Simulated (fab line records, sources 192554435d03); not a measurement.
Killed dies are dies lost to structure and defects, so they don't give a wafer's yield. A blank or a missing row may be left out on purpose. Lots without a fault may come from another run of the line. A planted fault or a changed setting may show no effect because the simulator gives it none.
Chamber matching | flow n5_finfet | N5_BEOL_M0_SAQP_PECVD_96 on pecvd-04: 3 sister chambers
The step deposits a-Si from SiH4/He, target thk 45 nm, time 45.2 s. 3 wafers are shown with their chamber, then 10 later ones without.

WAFERS WITH THEIR CHAMBER
wafer  | chamber | throttle_valve_pct (%)
L083.5 | 2       | 17.5
L084.1 | 0       | 16.9
L084.2 | 1       | 18.8

WAFERS WITHOUT THEIR CHAMBER
wafer  | throttle_valve_pct (%)
L084.4 | 16.8
L088.2 | 19.0
L088.5 | 17.0
L088.6 | 19.2
L095.1 | 16.7
L095.2 | 19.5
L095.4 | 16.8
L097.1 | 19.2
L097.3 | 16.6
L097.5 | 19.3

WHICH CHAMBER EACH WENT THROUGH
wafer  | from the rows above     | in truth
L084.4 | can't be placed: 0 or 2 | 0
L088.2 | 1                       | 1
L088.5 | can't be placed: 0 or 2 | 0
L088.6 | 1                       | 1
L095.1 | can't be placed: 0 or 2 | 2
L095.2 | 1                       | 1
L095.4 | can't be placed: 0 or 2 | 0
L097.1 | 1                       | 1
L097.3 | can't be placed: 0 or 2 | 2
L097.5 | 1                       | 1
Placed correctly: 5 of 10. Can't be placed from these rows: 5 (the true chamber is among the candidates in 5). Placed wrongly: 0.
How it was worked out, from the rows above alone: a wafer's distance from a chamber is the root of the sum, over the readings, of the square of ((its reading less the chamber's mean) divided by the reading's scatter). The wafer belongs to the nearest chamber; if the next one is less than 2 further off, it can't be placed. A chamber's mean is the mean of its shown wafers. The scatter: with one shown wafer a chamber, the root of the mean of the squares of how far each hidden wafer lies from its nearest shown one.
